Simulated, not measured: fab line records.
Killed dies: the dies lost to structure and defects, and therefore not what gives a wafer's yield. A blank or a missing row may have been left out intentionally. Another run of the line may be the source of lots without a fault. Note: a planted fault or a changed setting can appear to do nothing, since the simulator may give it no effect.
fab line records ; flow n5-finfet
record lots=6; wafers=18; last-day=17
route steps=1938 shown BEOL_M2@895 BEOL_M4@1111 PASSIVATION@1936
lots with no fault: from the same line, run without faults
start-h: hours from the record's first day to the start of the lot's first wafer shown ; wait-h: hours from the lot's prior step to this one ; " as in the row above ; L1.1+2: several wafers, shown together as one row ; - no value present, or no start provided ; * or withheld: withheld ; < > ~ a bound
route shown NAME@n: names a module that has steps shown in the file, with the first one's number in the route ; usual: average and standard deviation across the fault-free wafers ; same: alike in all rows ; chamber/n: place in a boat ; sites: per-site readings ; _std_site: the values' standard deviation ; _edge_site: mean of outer sites minus mean of inner sites ; radius-mm: how far each site lies from the wafer's centre ; mask NAME#n: copy n ; behind: the tool/chamber that last shaped the wafer ; hold: why the lot went on hold/how many hours it stayed there/how the hold came to an end ; device: the transistor (n, p or np) that didn't switch ; end of line: tests of these same wafers at the route's end ; a step given without rows: its recipe and nothing more ; killed: count of dies lost to structure and defects at first sort (not the wafer's yield) ; map: the dies of a wafer, with x for killed, . for not killed, _ for no die there
set.NAME: setting as actually run; set.NAME@STEP: the setting as run at that earlier step ; model.NAME: the simulator's own value behind a step, which no gauge read
lots at some steps of the route; a table a step, a row a wafer
## steps
# step N5_BEOL_M2_SRD_40
# recipe time-s=30; temp-c=23; rinse-liquid=diw; dry=ipa-marangoni
# step N5_BEOL_M2_PRECLEAN_42
# recipe chemistry=residue-remover; time-s=60; temp-c=40
# step N5_BEOL_M2_SRD_43
# recipe time-s=30; temp-c=23; rinse-liquid=diw; dry=ipa-marangoni
# step N5_BEOL_M2_CD_MEAS_35
# recipe target-cd-nm=18; target-cd-y-nm=22.2; polarity=opening
# usual cd-nm=18.0/0.43
lot.wafer;tool;chamber;start-h;wait-h;cd-nm
L661.3;cd-sem-03;-;133.39;0.0;18.2
L661.5;cd-sem-03;-;133.39;0.0;17.9
L661.6;cd-sem-03;-;133.39;0.0;18.7
L671.1;cd-sem-01;-;194.20;0.0;18.0
L671.3;cd-sem-01;-;194.20;0.0;18.2
L671.6;cd-sem-01;-;194.20;0.0;18.0
L675.2;cd-sem-02;-;220.73;0.0;17.1
L675.4;cd-sem-02;-;220.73;0.0;18.3
L675.5;cd-sem-02;-;220.73;0.0;18.0
L682.2;cd-sem-01;-;271.24;0.0;18.1
L682.4;cd-sem-01;-;271.24;0.0;18.1
L682.6;cd-sem-01;-;271.24;0.0;18.2
L684.1;cd-sem-02;-;274.76;0.0;18.2
L684.5;cd-sem-02;-;274.76;0.0;17.8
L684.6;cd-sem-02;-;274.76;0.0;17.8
L683.1;cd-sem-03;-;279.03;0.0;17.5
L683.3;cd-sem-03;-;279.03;0.0;18.1
L683.5;cd-sem-03;-;279.03;0.0;17.8
# step N5_BEOL_M2_DEGAS_44
# recipe ambient=vacuum; temp-c=250; time-s=60
# step N5_BEOL_M2_PRE_CLEAN_45
# recipe gas=H2/He; time-s=30; temp-c=250
# step N5_BEOL_M2_ALD_84
# recipe material=TaN; target-thk-a=*; temp-c=275; ald-precursor-family=PDMAT; ald-co-reactant=NH3; pressure-torr=3; carrier-flow-sccm=1500; pulse-time-s=2; purge-time-s=3; co-reactant-purge-time-s=2; co-reactant-pulse-time-s=3; ald-cycles=30; precursor-vessel-temp-c=75; precursor-vessel-pressure-torr=26.25; precursor-vessel-carrier-sccm=1000
# step N5_BEOL_M2_SURFACE_TREAT_85
# recipe gas=Ar; time-s=*; ion-energy-ev=*; ion-current-ma-cm2=0.5; pressure-mtorr=*; ar-flow-sccm=30
# usual throttle-valve-pct=*
lot.wafer;tool;chamber;start-h;wait-h;throttle-valve-pct
L661.3;pvd-sputter-03;-;135.09;0.2;*
L661.5;pvd-sputter-03;-;135.09;0.2;*
L661.6;pvd-sputter-03;-;135.09;0.2;*
L671.1;pvd-sputter-02;-;194.57;0.1;*
L671.3;pvd-sputter-02;-;194.57;0.1;*
L671.6;pvd-sputter-02;-;194.57;0.1;*
L675.2;pvd-sputter-01;-;221.26;0.2;*
L675.4;pvd-sputter-01;-;221.26;0.2;*
L675.5;pvd-sputter-01;-;221.26;0.2;*
L682.2;pvd-sputter-03;-;271.80;0.3;*
L682.4;pvd-sputter-03;-;271.80;0.3;*
L682.6;pvd-sputter-03;-;271.80;0.3;*
L684.1;pvd-sputter-03;-;275.24;0.2;*
L684.5;pvd-sputter-03;-;275.24;0.2;*
L684.6;pvd-sputter-03;-;275.24;0.2;*
L683.1;pvd-sputter-03;-;279.98;0.2;*
L683.3;pvd-sputter-03;-;279.98;0.2;*
L683.5;pvd-sputter-03;-;279.98;0.2;*
# step N5_BEOL_M2_CVD_47
# recipe material=Co; target-thk-a=30; temp-c=withheld; precursor=CCTBA/H2; pressure-torr=30; time-s=223.8
# step N5_BEOL_M2_SPUTTER_48
# recipe material=Cu; target-thk-a=45; temp-c=-20; chamber-pressure-pa=0.07; power-w=withheld; time-s=8.29
# usual throttle-valve-pct=29.7/0.93
lot.wafer;tool;chamber;start-h;wait-h;throttle-valve-pct
L661.3;pvd-sputter-03;-;135.63;0.1;29.5
L661.5;pvd-sputter-03;-;135.63;0.1;29.8
L661.6;pvd-sputter-03;-;135.63;0.1;29.6
L671.1;pvd-sputter-02;-;194.79;0.1;29.2
L671.3;pvd-sputter-02;-;194.79;0.1;31.4
L671.6;pvd-sputter-02;-;194.79;0.1;29.1
L675.2;pvd-sputter-03;-;221.48;0.1;30.4
L675.4;pvd-sputter-03;-;221.48;0.1;29.9
L675.5;pvd-sputter-03;-;221.48;0.1;29.7
L682.2;pvd-sputter-02;-;272.06;0.1;29.2
L682.4;pvd-sputter-02;-;272.06;0.1;31.0
L682.6;pvd-sputter-02;-;272.06;0.1;28.9
L684.1;pvd-sputter-02;-;276.94;1.3;29.1
L684.5;pvd-sputter-02;-;276.94;1.3;31.1
L684.6;pvd-sputter-02;-;276.94;1.3;28.9
L683.1;pvd-sputter-02;-;280.46;0.1;29.6
L683.3;pvd-sputter-02;-;280.46;0.1;31.0
L683.5;pvd-sputter-02;-;280.46;0.1;29.8
# step N5_BEOL_M2_ANNEAL_49
# recipe temp-c=400; time-s=240; ambient=vacuum
# usual heater-power-w=795/100; susceptor-temp-C=400.02/0.23
lot.wafer;tool;chamber;start-h;wait-h;heater-power-w;susceptor-temp-C
L661.3;pvd-sputter-03;-;135.71;0.0;761;399.66
L661.5;pvd-sputter-03;-;135.71;0.0;788;399.96
L661.6;pvd-sputter-03;-;135.71;0.0;879;400.12
L671.1;pvd-sputter-02;-;194.87;0.0;868;399.96
L671.3;pvd-sputter-02;-;194.87;0.0;718;400.01
L671.6;pvd-sputter-02;-;194.87;0.0;888;400.05
L675.2;pvd-sputter-03;-;221.56;0.0;746;400.08
L675.4;pvd-sputter-03;-;221.56;0.0;835;400.23
L675.5;pvd-sputter-03;-;221.56;0.0;753;400.06
L682.2;pvd-sputter-02;-;272.14;0.0;880;400.52
L682.4;pvd-sputter-02;-;272.14;0.0;708;399.81
L682.6;pvd-sputter-02;-;272.14;0.0;738;400.27
L684.1;pvd-sputter-02;-;277.02;0.0;867;399.78
L684.5;pvd-sputter-02;-;277.02;0.0;702;399.83
L684.6;pvd-sputter-02;-;277.02;0.0;716;399.98
L683.1;pvd-sputter-02;-;280.54;0.0;705;399.92
L683.3;pvd-sputter-02;-;280.54;0.0;708;399.73
L683.5;pvd-sputter-02;-;280.54;0.0;698;399.75
# step N5_BEOL_M2_SPUTTER_79
# recipe material=Cu; target-thk-a=45; temp-c=-20; chamber-pressure-pa=0.07; power-w=withheld; time-s=8.29
# usual throttle-valve-pct=29.7/0.92
lot.wafer;tool;chamber;start-h;wait-h;throttle-valve-pct
L661.3;pvd-sputter-03;-;135.85;0.1;29.6
L661.5;pvd-sputter-03;-;135.85;0.1;29.6
L661.6;pvd-sputter-03;-;135.85;0.1;29.9
L671.1;pvd-sputter-02;-;195.01;0.1;29.0
L671.3;pvd-sputter-02;-;195.01;0.1;30.9
L671.6;pvd-sputter-02;-;195.01;0.1;29.3
L675.2;pvd-sputter-03;-;221.70;0.1;30.7
L675.4;pvd-sputter-03;-;221.70;0.1;29.5
L675.5;pvd-sputter-03;-;221.70;0.1;29.8
L682.2;pvd-sputter-02;-;272.28;0.1;29.3
L682.4;pvd-sputter-02;-;272.28;0.1;31.0
L682.6;pvd-sputter-02;-;272.28;0.1;28.6
L684.1;pvd-sputter-02;-;277.16;0.1;29.4
L684.5;pvd-sputter-02;-;277.16;0.1;31.0
L684.6;pvd-sputter-02;-;277.16;0.1;28.8
L683.1;pvd-sputter-02;-;280.68;0.1;29.5
L683.3;pvd-sputter-02;-;280.68;0.1;31.1
L683.5;pvd-sputter-02;-;280.68;0.1;29.7
# step N5_BEOL_M2_ANNEAL_80
# recipe temp-c=400; time-s=240; ambient=vacuum
# usual heater-power-w=795/100; susceptor-temp-C=399.98/0.23
lot.wafer;tool;chamber;start-h;wait-h;heater-power-w;susceptor-temp-C
L661.3;pvd-sputter-03;-;135.93;0.0;758;399.90
L661.5;pvd-sputter-03;-;135.93;0.0;753;400.28
L661.6;pvd-sputter-03;-;135.93;0.0;853;400.05
L671.1;pvd-sputter-02;-;195.09;0.0;889;400.04
L671.3;pvd-sputter-02;-;195.09;0.0;697;399.94
L671.6;pvd-sputter-02;-;195.09;0.0;871;399.97
L675.2;pvd-sputter-03;-;221.78;0.0;746;400.17
L675.4;pvd-sputter-03;-;221.78;0.0;868;400.10
L675.5;pvd-sputter-03;-;221.78;0.0;771;399.90
L682.2;pvd-sputter-02;-;272.36;0.0;-;-
L682.4;pvd-sputter-02;-;272.36;0.0;-;-
L682.6;pvd-sputter-02;-;272.36;0.0;-;-
L684.1;pvd-sputter-02;-;277.24;0.0;886;400.03
L684.5;pvd-sputter-02;-;277.24;0.0;705;399.93
L684.6;pvd-sputter-02;-;277.24;0.0;716;399.39
L683.1;pvd-sputter-02;-;280.76;0.0;-;-
L683.3;pvd-sputter-02;-;280.76;0.0;-;-
L683.5;pvd-sputter-02;-;280.76;0.0;-;-
# step N5_BEOL_M2_SPUTTER_81
# recipe material=Cu; target-thk-a=45; temp-c=-20; chamber-pressure-pa=0.07; power-w=withheld; time-s=8.29
# usual throttle-valve-pct=29.7/0.96
lot.wafer;tool;chamber;start-h;wait-h;throttle-valve-pct
L661.3;pvd-sputter-03;-;136.07;0.1;29.5
L661.5;pvd-sputter-03;-;136.07;0.1;29.7
L661.6;pvd-sputter-03;-;136.07;0.1;29.6
L671.1;pvd-sputter-02;-;195.23;0.1;29.2
L671.3;pvd-sputter-02;-;195.23;0.1;31.2
L671.6;pvd-sputter-02;-;195.23;0.1;29.2
L675.2;pvd-sputter-03;-;221.92;0.1;30.4
L675.4;pvd-sputter-03;-;221.92;0.1;29.7
L675.5;pvd-sputter-03;-;221.92;0.1;29.8
L682.2;pvd-sputter-02;-;272.50;0.1;29.2
L682.4;pvd-sputter-02;-;272.50;0.1;31.1
L682.6;pvd-sputter-02;-;272.50;0.1;28.6
L684.1;pvd-sputter-02;-;277.38;0.1;29.0
L684.5;pvd-sputter-02;-;277.38;0.1;31.2
L684.6;pvd-sputter-02;-;277.38;0.1;28.7
L683.1;pvd-sputter-02;-;280.90;0.1;30.0
L683.3;pvd-sputter-02;-;280.90;0.1;31.0
L683.5;pvd-sputter-02;-;280.90;0.1;29.5
# step N5_BEOL_M4_RC_MEAS_101
# usual DIBL_N=36.7/2.4; DIBL_P=37.4/2.9; IOFF_N=0.18/0.05; IOFF_P=0.23/0.058; ION_N=683/16; ION_P=467/11; SS_N=71.7/0.77; SS_P=73.5/0.87; VT_N=249/4.3; VT_P=-250/4.4
lot.wafer;tool;chamber;start-h;wait-h;DIBL_N[mV/V];DIBL_P[mV/V];IOFF_N[nA/um];IOFF_P[nA/um];ION_N[uA/um];ION_P[uA/um];SS_N[mV/dec];SS_P[mV/dec];VT_N[mV];VT_P[mV]
L661.3;prober-01;0;157.56;1.1;32.0;32.4;0.11;0.14;674;458;70.4;72.8;254;-257
L661.5;prober-01;0;157.56;1.1;37.2;39.2;0.19;0.25;684;468;72.3;74.5;248;-250
L661.6;prober-01;0;157.56;1.1;34.4;35.6;0.14;0.18;657;453;72.2;73.5;253;-256
L671.1;prober-01;0;224.21;0.0;35.2;34.6;0.12;0.15;669;453;71.3;72.5;255;-260
L671.3;prober-01;0;224.21;0.0;36.8;37.6;0.15;0.18;673;454;71.0;72.8;249;-256
L671.6;prober-01;0;224.21;0.0;38.6;39.5;0.20;0.21;700;474;71.6;74.0;246;-253
L675.2;prober-02;0;251.57;0.2;36.3;35.6;0.15;0.19;677;462;71.0;72.3;247;-252
L675.4;prober-02;0;251.57;0.2;33.9;34.7;0.14;0.20;696;478;70.7;72.1;247;-248
L675.5;prober-02;0;251.57;0.2;36.3;36.5;0.15;0.21;682;472;70.6;73.5;245;-246
L682.2;prober-01;0;295.50;0.2;36.4;37.8;0.18;0.19;705;469;71.8;72.7;247;-258
L682.4;prober-01;0;295.50;0.2;35.4;36.3;0.16;0.17;694;462;71.7;73.0;248;-256
L682.6;prober-01;0;295.50;0.2;38.5;39.9;0.22;0.22;690;457;72.8;73.3;248;-254
L684.1;prober-02;0;300.75;0.0;39.2;41.2;0.25;0.27;742;491;72.1;73.9;240;-246
L684.5;prober-02;0;300.75;0.0;35.5;35.9;0.14;0.17;669;446;70.9;72.1;249;-254
L684.6;prober-02;0;300.75;0.0;38.0;39.7;0.21;0.23;699;470;71.5;73.7;247;-252
L683.1;prober-02;0;303.91;0.0;34.1;33.9;0.11;0.15;665;452;71.2;73.1;256;-258
L683.3;prober-02;0;303.91;0.0;37.0;36.8;0.15;0.19;667;459;71.2;73.6;251;-255
L683.5;prober-02;0;303.91;0.0;37.1;38.0;0.16;0.21;688;463;71.7;74.1;249;-254
# step N5_PASSIVATION_PROBE_49
# usual defect-limited-yield=91.4/1.6; killed_at_M0_to_M3=31/11; killed_at_M4_up=14/5.7; killed-at-contacts=12/6; killed-at-front-end=41/13; killed-at-other=3.3/2.8; killed-dies=101/19; killed-open=67/14; killed-short=33/8.2; sort_bin_5_function=5.0/1.1; sort_bin_6_memory=3.3/0.74; sort-n-pass=1078/20; sort-yield-pct=91.3/1.7
# same gross-dies=1180; killed-at-back-side=0; sort_bin_4_leakage[%]=0; sort_bin_8_speed[%]=0
lot.wafer;tool;chamber;start-h;wait-h;defect-limited-yield[%];killed_at_M0_to_M3;killed_at_M4_up;killed-at-contacts;killed-at-front-end;killed-at-other;killed-dies;killed-open;killed-short;sort_bin_5_function[%];sort_bin_6_memory[%];sort-n-pass;sort-yield-pct[%]
L661.3;prober-02;-;254.85;0.1;93.8;12;13;3;43;2;73;51;22;3.4;2.7;1107;93.8
L661.5;prober-02;-;254.95;0.2;93.2;29;6;9;27;9;80;48;31;3.6;2.9;1100;93.2
L661.6;prober-02;-;255.00;0.3;93.0;20;8;9;41;5;83;54;28;3.9;2.7;1097;93.0
L671.1;prober-01;-;324.56;0.0;91.5;34;12;3;48;3;100;69;30;5.1;3.2;1080;91.5
L671.3;prober-01;-;324.66;0.1;91.4;27;9;5;58;2;101;58;43;5.3;3.0;1079;91.4
L671.6;prober-01;-;324.81;0.3;89.9;33;12;5;67;2;119;75;42;5.7;3.8;1061;89.9
L675.2;prober-02;-;360.31;0.1;91.2;36;6;17;37;8;104;68;36;5.5;3.1;1076;91.2
L675.4;prober-02;-;360.41;0.2;90.8;24;27;10;37;10;108;67;39;5.0;3.8;1072;90.8
L675.5;prober-02;-;360.46;0.2;91.1;35;20;13;32;5;105;65;38;5.3;3.3;1075;91.1
L682.2;prober-01;-;394.67;0.1;91.4;27;19;14;38;3;101;71;30;4.3;4.0;1079;91.4
L682.4;prober-01;-;394.77;0.2;89.7;29;20;24;49;0;122;82;39;5.8;4.4;1058;89.7
L682.6;prober-01;-;394.87;0.3;90.8;21;21;16;51;0;109;72;37;5.5;3.2;1071;90.8
L683.1;prober-02;-;405.17;0.0;90.3;35;10;17;51;1;114;72;42;5.7;3.9;1066;90.3
L683.3;prober-02;-;405.27;0.1;93.6;26;10;5;34;1;76;52;23;3.9;2.4;1104;93.6
L683.5;prober-02;-;405.37;0.2;90.9;27;10;13;57;0;107;74;32;5.8;2.9;1073;90.9
L684.1;prober-01;-;417.12;0.0;92.2;20;15;23;33;1;92;57;34;4.4;3.1;1088;92.2
L684.5;prober-01;-;417.32;0.2;90.0;25;17;17;51;8;118;79;37;5.8;4.0;1062;90.0
L684.6;prober-01;-;417.37;0.3;88.7;32;26;12;57;6;133;90;43;5.4;5.6;1047;88.7
# killed by level:class
L661.3 FIN_SAQP:geometric-particle:open=12 FIN_SAQP:geometric-particle:short=10 STI_FIN_REVEAL:geometric-particle:open=8 BEOL_M4:geometric-particle:open=6 BEOL_M2:geometric-particle:open=5 STARTING-WAFER:geometric-particle:open=5 STARTING-WAFER:geometric-particle:short=4 MOL_CONTACT_COAG:geometric-particle:open=3
L661.5 FIN_SAQP:geometric-particle:short=7 BEOL_M2:geometric-particle:open=7 MOL_CONTACT_COAG:geometric-particle:open=6 FIN_SAQP:geometric-particle:open=5 DUMMY_GATE:geometric-particle:open=5 BEOL_M0_SAQP:geometric-particle:open=5 BEOL_M0_SAQP:geometric-particle:short=5 BEOL_M4:geometric-particle:open=4
L661.6 FIN_SAQP:geometric-particle:open=8 STI_FIN_REVEAL:geometric-particle:open=8 MOL_CONTACT_COAG:geometric-particle:open=8 BEOL_M2:geometric-particle:open=7 FIN_SAQP:geometric-particle:short=6 BEOL_M4:geometric-particle:open=4 BEOL_M3:geometric-particle:open=4 DUMMY_GATE:geometric-particle:open=3
L671.1 FIN_SAQP:geometric-particle:open=12 BEOL_M0_SAQP:geometric-particle:open=11 STI_FIN_REVEAL:geometric-particle:open=10 BEOL_M0_SAQP:geometric-particle:short=8 BEOL_M1:geometric-particle:open=7 FIN_SAQP:geometric-particle:short=6 BEOL_M4:geometric-particle:open=6 GATE_CUT:geometric-particle:short=4
L671.3 FIN_SAQP:geometric-particle:open=18 FIN_SAQP:geometric-particle:short=15 BEOL_M2:geometric-particle:open=9 STI_FIN_REVEAL:geometric-particle:open=8 BEOL_M0_SAQP:geometric-particle:short=8 STI_FIN_REVEAL:geometric-particle:short=5 MOL_CONTACT_COAG:geometric-particle:open=4 BEOL_M4:geometric-particle:open=4
L671.6 STI_FIN_REVEAL:geometric-particle:open=14 FIN_SAQP:geometric-particle:open=12 FIN_SAQP:geometric-particle:short=12 BEOL_M1:geometric-particle:open=6 BEOL_M2:geometric-particle:open=6 GATE_CUT:geometric-particle:short=6 MOL_CONTACT_COAG:geometric-particle:open=5 BEOL_M0_SAQP:geometric-particle:short=5
L675.2 MOL_CONTACT_COAG:geometric-particle:open=14 FIN_SAQP:geometric-particle:short=10 STI_FIN_REVEAL:geometric-particle:open=8 BEOL_M0_SAQP:geometric-particle:short=8 BEOL_M0_SAQP:geometric-particle:open=6 BEOL_M0:geometric-particle:open=6 BEOL_M3:geometric-particle:open=6 BEOL_M1:geometric-particle:open=5
L675.4 BEOL_M4:geometric-particle:open=11 MOL_CONTACT_COAG:geometric-particle:open=9 BEOL_M0_SAQP:geometric-particle:short=7 FIN_SAQP:geometric-particle:open=6 SPACER0:geometric-particle:open=5 BEOL_M4:geometric-particle:short=5 DUMMY_GATE:geometric-particle:open=4 BEOL_M2:geometric-particle:short=4
L675.5 BEOL_M0_SAQP:geometric-particle:short=10 MOL_CONTACT_COAG:geometric-particle:open=8 BEOL_M0_SAQP:geometric-particle:open=7 BEOL_M4:geometric-particle:open=6 FIN_SAQP:geometric-particle:open=5 BEOL_M3:geometric-particle:open=5 SPACER0:geometric-particle:short=5 MOL_CONTACT_COAG:geometric-particle:short=5
L682.2 FIN_SAQP:geometric-particle:open=14 MOL_CONTACT_COAG:geometric-particle:open=13 FIN_SAQP:geometric-particle:short=9 BEOL_M0_SAQP:geometric-particle:open=8 BEOL_M4:geometric-particle:open=8 DUMMY_GATE:geometric-particle:open=7 BEOL_M0_SAQP:geometric-particle:short=7 BEOL_M2:geometric-particle:open=4
L682.4 STI_FIN_REVEAL:geometric-particle:open=20 MOL_CONTACT_COAG:geometric-particle:open=20 FIN_SAQP:geometric-particle:short=12 BEOL_M4:geometric-particle:open=6 BEOL_M0_SAQP:geometric-particle:short=6 BEOL_M2:geometric-particle:open=5 MOL_CONTACT_COAG:geometric-particle:short=4 BEOL_M0_SAQP:geometric-particle:open=4
L682.6 MOL_CONTACT_COAG:geometric-particle:open=16 STI_FIN_REVEAL:geometric-particle:open=15 FIN_SAQP:geometric-particle:short=11 BEOL_M4:geometric-particle:open=11 FIN_SAQP:geometric-particle:open=7 STI_FIN_REVEAL:geometric-particle:short=6 BEOL_M0_SAQP:geometric-particle:open=6 BEOL_M4:geometric-particle:short=6
L683.1 FIN_SAQP:geometric-particle:open=16 MOL_CONTACT_COAG:geometric-particle:open=15 BEOL_M0_SAQP:geometric-particle:short=15 FIN_SAQP:geometric-particle:short=13 BEOL_M0_SAQP:geometric-particle:open=10 STI_FIN_REVEAL:geometric-particle:open=5 BEOL_M3:geometric-particle:open=5 ILD0:geometric-particle:open=3
L683.3 FIN_SAQP:geometric-particle:open=17 BEOL_M2:geometric-particle:open=8 FIN_SAQP:geometric-particle:short=5 BEOL_M0_SAQP:geometric-particle:short=5 BEOL_M0_SAQP:geometric-particle:open=4 BEOL_M1:geometric-particle:open=3 MOL_CONTACT_COAG:geometric-particle:open=3 BEOL_M4:geometric-particle:open=3
L683.5 FIN_SAQP:geometric-particle:open=14 MOL_CONTACT_COAG:geometric-particle:open=12 FIN_SAQP:geometric-particle:short=11 BEOL_M0_SAQP:geometric-particle:open=9 STI_FIN_REVEAL:geometric-particle:open=8 BEOL_M0_SAQP:geometric-particle:short=8 BEOL_M4:geometric-particle:open=6 BEOL_M3:geometric-particle:open=5
L684.1 MOL_CONTACT_COAG:geometric-particle:open=16 FIN_SAQP:geometric-particle:open=8 MOL_CONTACT_COAG:geometric-particle:short=7 STARTING-WAFER:geometric-particle:short=6 BEOL_M4:geometric-particle:open=5 BEOL_M7:geometric-particle:open=5 BEOL_M1:geometric-particle:open=4 BEOL_M0_SAQP:geometric-particle:short=4
L684.5 MOL_CONTACT_COAG:geometric-particle:open=15 STI_FIN_REVEAL:geometric-particle:open=13 FIN_SAQP:geometric-particle:open=12 BEOL_M4:geometric-particle:open=10 BEOL_M0_SAQP:geometric-particle:short=8 FIN_SAQP:geometric-particle:short=6 STARTING-WAFER:geometric-particle:open=6 PASS1_CAP:geometric-particle:short=4
L684.6 FIN_SAQP:geometric-particle:open=18 MOL_CONTACT_COAG:geometric-particle:open=11 STI_FIN_REVEAL:geometric-particle:open=11 BEOL_M0_SAQP:geometric-particle:open=8 BEOL_M4:geometric-particle:open=7 FIN_SAQP:geometric-particle:short=6 BEOL_M0_SAQP:geometric-particle:short=6 BEOL_M4:geometric-particle:short=6
## key
first-sign step=N5_BEOL_M2_ANNEAL_80; reading=tool-record; direction=missing
effect none on later readings
met-at N5_BEOL_M2_ANNEAL_80
struck-wafers L682.2,L682.4,L682.6,L683.1,L683.3,L683.5
onset-between 195.09 272.36
fault kind=skipped-step-whole; tool=pvd-sputter-02; chamber=-; onset-h=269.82; steps=N5_BEOL_M2_ANNEAL_80; scope=struck-lots-only
